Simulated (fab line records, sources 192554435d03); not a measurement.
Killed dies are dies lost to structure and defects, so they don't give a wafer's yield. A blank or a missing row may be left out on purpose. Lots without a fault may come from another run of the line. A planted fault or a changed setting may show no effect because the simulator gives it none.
Chamber matching | flow n5_finfet | N5_BEOL_M6_ALD_77 on ald_metal-02: 4 sister chambers
The step deposits TaN, target thk 2 nm, pulse time 2 s, purge time 3 s. 16 wafers are shown with their chamber, then 8 later ones without.

WAFERS WITH THEIR CHAMBER
wafer  | chamber | heater_power_w (W) | susceptor_temp_C (C) | mfc_carrier_sccm (sccm)
L077.1 | 1       | 371                | 274.57               | 1500
L077.4 | 3       | 378                | 274.98               | 1503
L077.5 | 0       | 470                | 275.17               | 1496
L079.1 | 3       | 367                | 274.97               | 1502
L079.4 | 2       | 336                | 275.38               | 1502
L079.6 | 2       | 341                | 274.96               | 1504
L084.1 | 2       | 342                | 274.87               | 1498
L084.4 | 0       | 475                | 275.04               | 1494
L084.6 | 0       | 473                | 275.24               | 1500
L086.1 | 3       | 366                | 275.04               | 1502
L086.5 | 3       | 374                | 275.20               | 1499
L086.6 | 0       | 474                | 274.77               | 1497
L089.2 | 2       | 342                | 274.84               | 1498
L089.3 | 0       | 466                | 274.73               | 1504
L089.6 | 0       | 473                | 274.89               | 1509
L093.1 | 1       | 335                | 274.85               | 1495

SIGNATURES (means of the wafers above)
reading          | chamber 0 | chamber 1 | chamber 2 | chamber 3 | scatter within a chamber
heater_power_w   | 471.83    | 353.00    | 340.25    | 371.25    | 8.3
susceptor_temp_C | 274.9733  | 274.7100  | 275.0125  | 275.0475  | 0.201
mfc_carrier_sccm | 1500.00   | 1497.50   | 1500.50   | 1501.50   | 4.15
Rule: a wafer's distance from a chamber is the root of the sum, over the readings, of the square of ((its reading less the chamber's mean) divided by the reading's scatter). The wafer belongs to the nearest chamber; if the next one is less than 2 further off, it can't be placed. The scatter: the root of (the sum of the squares of (reading less its chamber's mean) over the shown wafers, divided by (wafers less chambers)).

WAFERS WITHOUT THEIR CHAMBER
wafer  | heater_power_w (W) | susceptor_temp_C (C) | mfc_carrier_sccm (sccm)
L093.4 | 351                | 274.92               | 1503
L093.6 | 338                | 274.74               | 1511
L095.2 | 344                | 274.96               | 1499
L095.5 | 422                | 274.95               | 1504
L095.6 | 348                | 275.19               | 1499
L097.2 | 343                | 274.82               | 1502
L097.3 | 422                | 275.17               | 1493
L097.6 | 418                | 274.88               | 1500

WHICH CHAMBER EACH WENT THROUGH
wafer  | from the rows above          | in truth
L093.4 | can't be placed: 2 or 1 or 3 | 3
L093.6 | can't be placed: 2 or 1 or 3 | 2
L095.2 | can't be placed: 2 or 1      | 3
L095.5 | can't be placed: 0 or 3      | 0
L095.6 | can't be placed: 2 or 1 or 3 | 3
L097.2 | can't be placed: 2 or 1      | 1
L097.3 | can't be placed: 0 or 3      | 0
L097.6 | can't be placed: 3 or 0      | 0
Placed correctly: 0 of 8. Can't be placed from these rows: 8 (the true chamber is among the candidates in 7). Placed wrongly: 0.
